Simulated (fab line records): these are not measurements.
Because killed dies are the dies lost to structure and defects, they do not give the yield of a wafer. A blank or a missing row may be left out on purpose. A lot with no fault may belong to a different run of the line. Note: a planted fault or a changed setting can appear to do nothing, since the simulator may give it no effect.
Matching of chambers / flow nand_harc / pecvd-04 running NHARC_A_CONTACT_DEP_29: 3 sister chambers
The step deposits SiON, target thk 70 nm. 3 wafers are shown with their chamber, then 8 later ones without.

== WAFERS, EACH WITH ITS CHAMBER ==
wafer=L085.4; chamber=2; heater_power_w (W)=864
wafer=L085.6; chamber=1; heater_power_w (W)=854
wafer=L091.1; chamber=0; heater_power_w (W)=798

== WAFERS WITHOUT THEIR CHAMBER ==
wafer=L091.3; heater_power_w (W)=908
wafer=L091.5; heater_power_w (W)=901
wafer=L089.1; heater_power_w (W)=913
wafer=L089.3; heater_power_w (W)=853
wafer=L089.6; heater_power_w (W)=865
wafer=L096.2; heater_power_w (W)=778
wafer=L096.3; heater_power_w (W)=821
wafer=L096.4; heater_power_w (W)=800

== EACH ONE'S CHAMBER ==
wafer=L091.3; from the rows above=can't be placed: 2 or 1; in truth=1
wafer=L091.5; from the rows above=can't be placed: 2 or 1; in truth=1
wafer=L089.1; from the rows above=can't be placed: 2 or 1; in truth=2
wafer=L089.3; from the rows above=can't be placed: 1 or 2 or 0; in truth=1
wafer=L089.6; from the rows above=can't be placed: 2 or 1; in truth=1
wafer=L096.2; from the rows above=can't be placed: 0 or 1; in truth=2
wafer=L096.3; from the rows above=can't be placed: 0 or 1 or 2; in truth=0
wafer=L096.4; from the rows above=can't be placed: 0 or 1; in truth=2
Correctly placed: 0 of 8. These rows do not allow placing 8 (true chamber among the candidates in 6). Placed wrongly: 0.
How it was worked out, from the rows above alone: a wafer's distance from a chamber is the root of the sum, over the readings, of the square of ((its reading less the chamber's mean) divided by the reading's scatter). The wafer belongs to the nearest chamber; if the next one is less than 2 further off, it can't be placed. Each chamber's mean is taken over the wafers shown for it. The scatter: with one shown wafer a chamber, the root of the mean of the squares of how far each hidden wafer lies from its nearest shown one.
